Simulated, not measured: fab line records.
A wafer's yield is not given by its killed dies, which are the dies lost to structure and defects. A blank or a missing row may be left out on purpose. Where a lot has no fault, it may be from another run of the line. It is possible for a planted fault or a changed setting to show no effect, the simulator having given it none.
Which tool did it? | flow nandHarc | 23 lots with 69 wafers sampled at 6 steps, on a route of 1159 steps

== WHAT THE GAUGES SHOWED, per wafer ==
The record lacks any reading of a measuring or inspecting step that a usual standard deviation could be used to judge.

== WHICH TOOL RAN EACH LOT (tool, then ch and the chambers of the sampled wafers, then the start) ==
lot  | NHARC_A_ONON_D1_DEP_33          | NHARC_A_CHANNEL_HOLE_D1_ETCH_39              | NHARC_A_STAIRCASE_ETCH_170                   | NHARC_A_STAIRCASE_DESCUM_11       | NHARC_A_STAIRCASE_ETCH_13                    | NHARC_A_STAIRCASE_TRIM_16
L074 | pecvd-04 ch 0,1, day 7 21:00    | rieDiel-02 ch 0,3, day 10 15:49 or earlier   | rieDiel-05 ch 0,1, day 10 15:49 or earlier   | rieDiel-13 ch 0,3, day 10 15:49   | rieDiel-13 ch 0,3, no start                  | rieDiel-13 ch 0,1, no start
L075 | pecvd-01 ch 0,1, day 8 16:56    | rieDiel-02 ch 0,3, day 11 15:28 or earlier   | rieDiel-05 ch 1,2,3, day 11 15:28 or earlier | rieDiel-05 ch 0,1,3, day 11 15:28 | rieDiel-05 ch 0,1,2, no start                | rieDiel-05 ch 0,2,3, no start
L076 | pecvd-02 ch 0,1,2, day 8 16:56  | rieDiel-10 ch 0,1,3, day 11 07:56 or earlier | rieDiel-05 ch 0,1, day 11 07:56 or earlier   | rieDiel-05 ch 2,3, day 11 07:56   | rieDiel-05 ch 0,1,3, no start                | rieDiel-05 ch 0,3, no start
L078 | pecvd-04 ch 0,1,2, day 8 17:01  | rieDiel-08 ch 1,2,3, day 11 11:17 or earlier | rieDiel-05 ch 1,2,3, day 11 11:17 or earlier | rieDiel-07 ch 0,1,3, day 11 11:17 | rieDiel-07 ch 2,3, no start                  | rieDiel-07 ch 0,2,3, no start
L077 | pecvd-02 ch 0,2, day 8 22:54    | rieDiel-08 ch 0,1,2, day 11 15:09 or earlier | rieDiel-07 ch 0,2, day 11 15:09 or earlier   | rieDiel-05 ch 1,3, day 11 15:09   | rieDiel-05 ch 1,3, no start                  | rieDiel-05 ch 0,1, no start
L079 | pecvd-02 ch 0,1,2, day 9 10:41  | rieDiel-08 ch 0,1, day 12 00:31 or earlier   | rieDiel-13 ch 1,3, day 12 00:31 or earlier   | rieDiel-05 ch 0,1, day 12 00:31   | rieDiel-05 ch 1,2, no start                  | rieDiel-05 ch 1,3, no start
L080 | pecvd-02 ch 0,1,2, day 10 00:41 | rieDiel-08 ch 0,2, day 13 01:18 or earlier   | rieDiel-05 ch 0,1,2, day 13 01:18 or earlier | rieDiel-05 ch 0,1, day 13 01:18   | rieDiel-05 ch 1,3, no start                  | rieDiel-05 ch 2,3, no start
L084 | pecvd-01 ch 0,1, day 10 00:52   | rieDiel-02 ch 0,1,3, day 12 21:58 or earlier | rieDiel-05 ch 1,2,3, day 12 21:58 or earlier | rieDiel-05 ch 0,3, day 12 21:58   | rieDiel-05 ch 0,2,3, no start                | rieDiel-05 ch 0,1,2, no start
L081 | pecvd-04 ch 0,1,2, day 10 00:52 | rieDiel-10 ch 0,1, day 13 01:01 or earlier   | rieDiel-13 ch 2,3, day 13 01:01 or earlier   | rieDiel-13 ch 2,3, day 13 01:01   | rieDiel-13 ch 0,2,3, no start                | rieDiel-13 ch 0,1,3, no start
L083 | pecvd-02 ch 0,1,2, day 10 01:01 | rieDiel-10 ch 1,3, day 13 06:17 or earlier   | rieDiel-13 ch 0,2, day 13 06:17 or earlier   | rieDiel-13 ch 1,3, day 13 06:17   | rieDiel-13 ch 1,3, no start                  | rieDiel-13 ch 1,2,3, no start
L082 | pecvd-01 ch 0,1,2, day 10 01:08 | rieDiel-08 ch 0,2,3, day 12 21:25 or earlier | rieDiel-07 ch 1,2,3, day 12 21:25 or earlier | rieDiel-13 ch 0,1,3, day 12 21:25 | rieDiel-13 ch 0,1,3, no start                | rieDiel-13 ch 2,3, no start
L087 | pecvd-02 ch 0,1,2, day 11 06:08 | rieDiel-08 ch 1,2,3, day 14 02:15 or earlier | rieDiel-05 ch 0,2,3, day 14 02:15 or earlier | rieDiel-05 ch 0,2,3, day 14 02:15 | rieDiel-05 ch 0,3, no start                  | rieDiel-05 ch 1,3, no start
L086 | pecvd-02 ch 0,1,2, day 11 06:22 | rieDiel-02 ch 0,1,3, day 14 02:24 or earlier | rieDiel-05 ch 0,1,3, day 14 02:24 or earlier | rieDiel-07 ch 0,1, day 14 02:24   | rieDiel-07 ch 0,2, no start                  | rieDiel-07 ch 0,1,2, no start
L085 | pecvd-04 ch 0,1,2, day 11 06:26 | rieDiel-10 ch 0,2,3, day 14 06:26 or earlier | rieDiel-13 ch 0,1,3, day 14 06:26 or earlier | rieDiel-05 ch 0,1,3, day 14 06:26 | rieDiel-05 ch 0,1,2, day 14 09:31 or earlier | rieDiel-07 ch 0,1,2, day 14 09:31
L088 | pecvd-04 ch 0,1,2, day 11 06:43 | rieDiel-08 ch 0,1, day 14 06:44 or earlier   | rieDiel-05 ch 1,2,3, day 14 06:44 or earlier | rieDiel-07 ch 0,1,2, day 14 06:44 | rieDiel-07 ch 0,3, no start                  | rieDiel-07 ch 0,1,2, no start
L090 | pecvd-04 ch 0,1,2, day 12 00:32 | rieDiel-10 ch 1,2,3, day 14 17:22 or earlier | rieDiel-13 ch 0,2,3, day 14 17:22 or earlier | rieDiel-07 ch 2,3, day 14 17:22   | rieDiel-07 ch 0,1, no start                  | rieDiel-07 ch 1,2, no start
L089 | pecvd-01 ch 1,2, day 12 00:39   | rieDiel-02 ch 0,1, day 14 17:10 or earlier   | rieDiel-13 ch 2,3, day 14 17:10 or earlier   | rieDiel-07 ch 1,2,3, day 14 17:10 | rieDiel-07 ch 0,2,3, no start                | rieDiel-07 ch 0,1, no start
L091 | pecvd-01 ch 0,1,2, day 12 04:16 | rieDiel-10 ch 2,3, day 14 16:52 or earlier   | rieDiel-07 ch 2,3, day 14 16:52 or earlier   | rieDiel-05 ch 0,3, day 14 16:52   | rieDiel-05 ch 0,1, no start                  | rieDiel-05 ch 0,2,3, no start
L093 | pecvd-04 ch 0,2, day 12 16:09   | rieDiel-10 ch 0,1,2, day 15 06:31 or earlier | rieDiel-13 ch 0,1,3, day 15 06:31 or earlier | rieDiel-13 ch 0,1,3, day 15 06:31 | rieDiel-13 ch 1,2,3, no start                | rieDiel-13 ch 1,2,3, no start
L092 | pecvd-01 ch 0,2, day 12 16:27   | rieDiel-08 ch 1,2, day 15 06:15 or earlier   | rieDiel-13 ch 0,2,3, day 15 06:15 or earlier | rieDiel-13 ch 0,1,2, day 15 06:15 | rieDiel-13 ch 0,1, no start                  | rieDiel-13 ch 0,2, no start
L094 | pecvd-01 ch 0,1,2, day 13 02:33 | rieDiel-08 ch 0,2,3, day 15 16:53 or earlier | rieDiel-07 ch 2,3, day 15 16:53 or earlier   | rieDiel-07 ch 1,2, day 15 16:53   | rieDiel-07 ch 2,3, no start                  | rieDiel-07 ch 0,1,2, no start
L095 | pecvd-02 ch 0,1,2, day 13 02:35 | rieDiel-02 ch 1,2, day 15 17:28 or earlier   | rieDiel-05 ch 0,1,2, day 15 17:28 or earlier | rieDiel-05 ch 0,2,3, day 15 17:28 | rieDiel-05 ch 1,3, no start                  | rieDiel-05 ch 0,1,2, no start
L097 | pecvd-04 ch 0,1,2, day 13 21:14 | rieDiel-02 ch 1,2, day 16 15:47 or earlier   | rieDiel-05 ch 2,3, day 16 15:47 or earlier   | rieDiel-13 ch 0,1,3, day 16 15:47 | rieDiel-13 ch 0,2,3, no start                | rieDiel-13 ch 1,2,3, no start
- NHARC_A_ONON_D1_DEP_33: deposits SiO2, target thk 200 nm.
- NHARC_A_CHANNEL_HOLE_D1_ETCH_39: etches the open film in N2/H2, target depth 260 nm, time 325 s.
- NHARC_A_STAIRCASE_ETCH_170: etches the open film in C4F6/O2, target depth 200 nm, time 66.667 s.
- NHARC_A_STAIRCASE_DESCUM_11: chemistry O2, time 3 s.
- NHARC_A_STAIRCASE_ETCH_13: etches the open film in C4F8/O2, target depth 100 nm, time 40.5 s.
- NHARC_A_STAIRCASE_TRIM_16: chemistry O2, time 211.2 s.

== WHAT THE TOOLS THEMSELVES READ (means of the sampled wafers that have a number; where no wafer has one, the mark that the record gives instead) ==
NHARC_A_ONON_D1_DEP_33. Usual: heaterPowerW 586 W, standard deviation 120; throttleValvePct 16.2 %, standard deviation 0.48.
lot  | tool     | heaterPowerW (W) | throttleValvePct (%) | flag
L074 | pecvd-04 | 647              | 16.6                 | 
L075 | pecvd-01 | 534              | 16.1                 | 
L076 | pecvd-02 | 558              | 16.0                 | 
L078 | pecvd-04 | 607              | 16.6                 | 
L077 | pecvd-02 | 507              | 15.9                 | 
L079 | pecvd-02 | 592              | 16.0                 | 
L080 | pecvd-02 | 589              | 16.0                 | 
L084 | pecvd-01 | 523              | 16.5                 | 
L081 | pecvd-04 | 567              | 16.2                 | 
L083 | pecvd-02 | 621              | 16.3                 | 
L082 | pecvd-01 | 543              | 16.1                 | 
L087 | pecvd-02 | 549              | 16.0                 | 
L086 | pecvd-02 | 595              | 16.1                 | 
L085 | pecvd-04 | 692              | 16.2                 | 
L088 | pecvd-04 | 658              | 16.3                 | 
L090 | pecvd-04 | 650              | 16.4                 | 
L089 | pecvd-01 | 567              | 15.7                 | 
L091 | pecvd-01 | 519              | 16.1                 | 
L093 | pecvd-04 | 582              | 16.6                 | 
L092 | pecvd-01 | 473              | 15.8                 | 
L094 | pecvd-01 | 571              | 16.0                 | 
L095 | pecvd-02 | 597              | 16.2                 | 
L097 | pecvd-04 | 688              | 16.5                 | 

NHARC_A_CHANNEL_HOLE_D1_ETCH_39. Usual: drypumpMotorCurrentA 5.7 A, standard deviation 0.43; oesProductAu 0.996 a.u., standard deviation 0.014; rfVppV 431.2 V, standard deviation 2; showerheadPlenumPTorr 2.06 Torr, standard deviation 0.061; throttleValvePct 14.173 %, standard deviation 0.0092.
lot  | tool       | drypumpMotorCurrentA (A) | oesProductAu (a.u.) | rfVppV (V) | showerheadPlenumPTorr (Torr) | throttleValvePct (%) | flag
L074 | rieDiel-02 | 5.7                      | 1.016               | 429.8      | 2.04                         | 14.178               | 
L075 | rieDiel-02 | 5.7                      | 1.009               | 430.1      | 2.04                         | 14.170               | 
L076 | rieDiel-10 | 6.1                      | 1.003               | 430.9      | 2.06                         | 14.173               | 
L078 | rieDiel-08 | 5.5                      | 0.996               | 430.9      | 2.06                         | 14.172               | 
L077 | rieDiel-08 | 5.6                      | 0.982               | 430.8      | 2.05                         | 14.177               | 
L079 | rieDiel-08 | 5.3                      | 0.984               | 431.4      | 2.06                         | 14.172               | 
L080 | rieDiel-08 | 5.3                      | 0.984               | 431.8      | 2.07                         | 14.168               | 
L084 | rieDiel-02 | 5.9                      | 1.010               | 430.7      | 2.06                         | 14.167               | 
L081 | rieDiel-10 | 5.9                      | 0.995               | 430.5      | 2.03                         | 14.174               | 
L083 | rieDiel-10 | 6.4                      | 0.996               | 430.4      | 2.04                         | 14.165               | 
L082 | rieDiel-08 | 5.3                      | 1.002               | 432.1      | 2.09                         | 14.163               | 
L087 | rieDiel-08 | 5.5                      | 0.997               | 431.8      | 2.06                         | 14.170               | 
L086 | rieDiel-02 | 5.9                      | 1.005               | 430.4      | 2.06                         | 14.177               | 
L085 | rieDiel-10 | 5.8                      | 1.006               | 430.5      | 2.03                         | 14.177               | 
L088 | rieDiel-08 | 5.3                      | 0.985               | 430.9      | 2.06                         | 14.171               | 
L090 | rieDiel-10 | 6.1                      | 1.001               | 430.2      | 2.02                         | 14.175               | 
L089 | rieDiel-02 | 5.7                      | 0.995               | 431.3      | 2.08                         | 14.177               | 
L091 | rieDiel-10 | 6.0                      | 1.002               | 430.5      | 2.06                         | 14.167               | 
L093 | rieDiel-10 | 5.9                      | 0.999               | 429.6      | 1.99                         | 14.172               | 
L092 | rieDiel-08 | 5.8                      | 0.983               | 430.2      | 2.02                         | 14.168               | 
L094 | rieDiel-08 | 5.3                      | 0.998               | 431.3      | 2.09                         | 14.168               | 
L095 | rieDiel-02 | 6.1                      | 0.988               | 433.1      | 2.13                         | 14.171               | 
L097 | rieDiel-02 | 6.2                      | 0.987               | 433.8      | 2.12                         | 14.180               | 

NHARC_A_STAIRCASE_ETCH_170. Usual: drypumpMotorCurrentA 5.8 A, standard deviation 0.55; oesProductAu 0.968 a.u., standard deviation 0.019; rfVppV 548 V, standard deviation 3.5; showerheadPlenumPTorr 3.98 Torr, standard deviation 0.17; throttleValvePct 26.901 %, standard deviation 0.0089.
lot  | tool       | drypumpMotorCurrentA (A) | oesProductAu (a.u.) | rfVppV (V) | showerheadPlenumPTorr (Torr) | throttleValvePct (%) | flag
L074 | rieDiel-05 | 5.9                      | 0.985               | 549        | 3.99                         | 26.914               | 
L075 | rieDiel-05 | 5.9                      | 0.974               | 550        | 4.03                         | 26.897               | 
L076 | rieDiel-05 | 5.6                      | 0.939               | 551        | 4.10                         | 26.897               | 
L078 | rieDiel-05 | 6.0                      | 0.969               | 549        | 4.03                         | 26.905               | 
L077 | rieDiel-07 | 5.6                      | 0.980               | 551        | 4.11                         | 26.896               | 
L079 | rieDiel-13 | 5.7                      | 0.997               | 543        | 3.77                         | 26.904               | 
L080 | rieDiel-05 | 5.9                      | 0.958               | 549        | 4.03                         | 26.897               | 
L084 | rieDiel-05 | 6.0                      | 0.963               | 549        | 4.02                         | 26.902               | 
L081 | rieDiel-13 | 5.4                      | 0.967               | 548        | 3.98                         | 26.901               | 
L083 | rieDiel-13 | 6.0                      | 0.970               | 551        | 4.19                         | 26.898               | 
L082 | rieDiel-07 | 5.5                      | 0.976               | 547        | 3.95                         | 26.901               | 
L087 | rieDiel-05 | 6.3                      | 0.954               | 546        | 3.90                         | 26.909               | 
L086 | rieDiel-05 | 5.9                      | 0.936               | 548        | 3.96                         | 26.903               | 
L085 | rieDiel-13 | 5.8                      | 0.975               | 547        | 3.93                         | 26.910               | 
L088 | rieDiel-05 | 6.0                      | 0.973               | 548        | 4.01                         | 26.901               | 
L090 | rieDiel-13 | 5.8                      | 0.965               | 550        | 4.09                         | 26.899               | 
L089 | rieDiel-13 | 5.4                      | 0.966               | 547        | 3.97                         | 26.899               | 
L091 | rieDiel-07 | 5.6                      | 0.997               | 546        | 3.92                         | 26.901               | 
L093 | rieDiel-13 | 5.8                      | 0.989               | 547        | 3.92                         | 26.902               | 
L092 | rieDiel-13 | 5.8                      | 0.978               | 551        | 4.08                         | 26.903               | 
L094 | rieDiel-07 | 5.6                      | 0.972               | 546        | 3.91                         | 26.899               | 
L095 | rieDiel-05 | 6.0                      | 0.977               | 548        | 4.01                         | 26.902               | 
L097 | rieDiel-05 | 6.3                      | 0.932               | 547        | 3.93                         | 26.913               | 

NHARC_A_STAIRCASE_DESCUM_11. Usual: drypumpMotorCurrentA 5.8 A, standard deviation 0.56; oesProductAu 0.996 a.u., standard deviation 0.0092; rfVppV 58.0 V, standard deviation 0.86; showerheadPlenumPTorr 1.94 Torr, standard deviation 0.089; throttleValvePct 11.311 %, standard deviation 0.0094.
lot  | tool       | drypumpMotorCurrentA (A) | oesProductAu (a.u.) | rfVppV (V) | showerheadPlenumPTorr (Torr) | throttleValvePct (%) | flag
L074 | rieDiel-13 | 5.9                      | 0.991               | 57.3       | 1.80                         | 11.305               | 
L075 | rieDiel-05 | 6.0                      | 0.995               | 58.2       | 1.94                         | 11.311               | 
L076 | rieDiel-05 | 6.3                      | 0.997               | 57.7       | 1.90                         | 11.311               | 
L078 | rieDiel-07 | 5.0                      | 0.991               | 57.4       | 1.99                         | 11.312               | 
L077 | rieDiel-05 | 6.0                      | 0.995               | 57.3       | 1.94                         | 11.311               | 
L079 | rieDiel-05 | 5.9                      | 0.991               | 57.9       | 1.95                         | 11.315               | 
L080 | rieDiel-05 | 5.6                      | 0.986               | 57.9       | 2.00                         | 11.316               | 
L084 | rieDiel-05 | 6.3                      | 0.992               | 57.6       | 1.87                         | 11.317               | 
L081 | rieDiel-13 | 5.6                      | 0.992               | 58.7       | 2.00                         | 11.301               | 
L083 | rieDiel-13 | 5.4                      | 0.992               | 57.5       | 1.86                         | 11.313               | 
L082 | rieDiel-13 | 5.8                      | 0.995               | 57.7       | 1.92                         | 11.307               | 
L087 | rieDiel-05 | 6.3                      | 0.994               | 57.6       | 1.90                         | 11.321               | 
L086 | rieDiel-07 | 5.0                      | 0.992               | 58.0       | 2.03                         | 11.319               | 
L085 | rieDiel-05 | 6.0                      | 0.995               | 57.2       | 1.94                         | 11.317               | 
L088 | rieDiel-07 | 5.5                      | 0.995               | 58.2       | 1.97                         | 11.311               | 
L090 | rieDiel-07 | 5.6                      | 1.009               | 58.4       | 1.91                         | 11.303               | 
L089 | rieDiel-07 | 5.5                      | 1.002               | 58.4       | 1.92                         | 11.317               | 
L091 | rieDiel-05 | 6.3                      | 1.004               | 57.6       | 1.87                         | 11.316               | 
L093 | rieDiel-13 | 5.8                      | 0.991               | 57.8       | 1.91                         | 11.308               | 
L092 | rieDiel-13 | 6.0                      | 0.999               | 59.2       | 1.97                         | 11.308               | 
L094 | rieDiel-07 | 6.0                      | 0.994               | 57.7       | 1.90                         | 11.309               | 
L095 | rieDiel-05 | 6.3                      | 0.992               | 58.0       | 1.90                         | 11.318               | 
L097 | rieDiel-13 | 5.8                      | 0.998               | 57.9       | 1.91                         | 11.315               | 

NHARC_A_STAIRCASE_ETCH_13. Usual: oesProductAu 0.935 a.u., standard deviation 0.014; rfVppV 898 V, standard deviation 5.5.
lot  | tool       | oesProductAu (a.u.) | rfVppV (V) | flag
L074 | rieDiel-13 | 0.913               | 889        | 
L075 | rieDiel-05 | 0.929               | 899        | 
L076 | rieDiel-05 | 0.940               | 898        | 
L078 | rieDiel-07 | 0.961               | 897        | 
L077 | rieDiel-05 | 0.946               | 898        | 
L079 | rieDiel-05 | 0.927               | 901        | 
L080 | rieDiel-05 | 0.940               | 896        | 
L084 | rieDiel-05 | 0.946               | 896        | 
L081 | rieDiel-13 | 0.940               | 901        | 
L083 | rieDiel-13 | 0.916               | 892        | 
L082 | rieDiel-13 | 0.941               | 895        | 
L087 | rieDiel-05 | 0.946               | 894        | 
L086 | rieDiel-07 | 0.953               | 899        | 
L085 | rieDiel-05 | 0.925               | 899        | 
L088 | rieDiel-07 | 0.935               | 903        | 
L090 | rieDiel-07 | 0.910               | 900        | 
L089 | rieDiel-07 | 0.928               | 898        | 
L091 | rieDiel-05 | 0.918               | 898        | 
L093 | rieDiel-13 | 0.932               | 895        | 
L092 | rieDiel-13 | 0.945               | 900        | 
L094 | rieDiel-07 | 0.934               | 895        | 
L095 | rieDiel-05 | 0.935               | 901        | 
L097 | rieDiel-13 | 0.932               | 901        | 

NHARC_A_STAIRCASE_TRIM_16. Usual: drypumpMotorCurrentA 5.8 A, standard deviation 0.57; oesProductAu 0.996 a.u., standard deviation 0.011; rfVppV 57.8 V, standard deviation 0.9; showerheadPlenumPTorr 3.58 Torr, standard deviation 0.15; throttleValvePct 17.038 %, standard deviation 0.0083.
lot  | tool       | drypumpMotorCurrentA (A) | oesProductAu (a.u.) | rfVppV (V) | showerheadPlenumPTorr (Torr) | throttleValvePct (%) | flag
L074 | rieDiel-13 | 6.1                      | 1.007               | 56.4       | 3.31                         | 17.039               | 
L075 | rieDiel-05 | 6.3                      | 1.000               | 57.2       | 3.52                         | 17.042               | 
L076 | rieDiel-05 | 6.3                      | 0.990               | 57.3       | 3.47                         | 17.047               | 
L078 | rieDiel-07 | 5.6                      | 0.995               | 57.7       | 3.62                         | 17.036               | 
L077 | rieDiel-05 | 6.0                      | 0.995               | 58.3       | 3.58                         | 17.029               | 
L079 | rieDiel-05 | 5.7                      | 0.991               | 58.7       | 3.68                         | 17.032               | 
L080 | rieDiel-05 | 6.3                      | 1.001               | 57.4       | 3.50                         | 17.041               | 
L084 | rieDiel-05 | 6.0                      | 0.995               | 58.1       | 3.62                         | 17.046               | 
L081 | rieDiel-13 | 5.8                      | 0.995               | 58.3       | 3.54                         | 17.036               | 
L083 | rieDiel-13 | 5.7                      | 0.990               | 57.8       | 3.53                         | 17.044               | 
L082 | rieDiel-13 | 5.4                      | 0.985               | 58.1       | 3.58                         | 17.042               | 
L087 | rieDiel-05 | 6.0                      | 1.001               | 57.8       | 3.56                         | 17.039               | 
L086 | rieDiel-07 | 5.5                      | 1.001               | 57.9       | 3.62                         | 17.038               | 
L085 | rieDiel-07 | 5.5                      | 0.990               | 57.8       | 3.62                         | 17.046               | 
L088 | rieDiel-07 | 5.5                      | 0.993               | 57.4       | 3.62                         | 17.038               | 
L090 | rieDiel-07 | 5.5                      | 0.985               | 57.8       | 3.55                         | 17.039               | 
L089 | rieDiel-07 | 5.0                      | 0.979               | 58.0       | 3.66                         | 17.040               | 
L091 | rieDiel-05 | 6.3                      | 0.994               | 56.7       | 3.50                         | 17.037               | 
L093 | rieDiel-13 | 5.7                      | 0.997               | 57.7       | 3.52                         | 17.035               | 
L092 | rieDiel-13 | 6.2                      | 0.997               | 58.9       | 3.79                         | 17.042               | 
L094 | rieDiel-07 | 5.5                      | 0.998               | 57.9       | 3.61                         | 17.035               | 
L095 | rieDiel-05 | 6.0                      | 0.988               | 58.4       | 3.61                         | 17.046               | 
L097 | rieDiel-13 | 5.7                      | 0.996               | 57.9       | 3.51                         | 17.040               | 

== THE ANSWER, worked out from the rows above alone ==
Rule: a lot is off if the mean of its wafers that have a number lies more than 3 standard deviations from the usual mean. Also off: a lot with no number at a reading for which 4 or more lots have one. The other lots that the step has rows for count as sound. After the gauges, taken in route order, come the tools' own readings; for these a lot's mean is taken, as printed above. The first step at which some lot is off is used, and at that step the reading that is off furthest; a lot without a number counts as furthest.
Nothing can be told from this: no lot is off at any reading shown.

== WHAT THE SIMULATOR PUT IN ==
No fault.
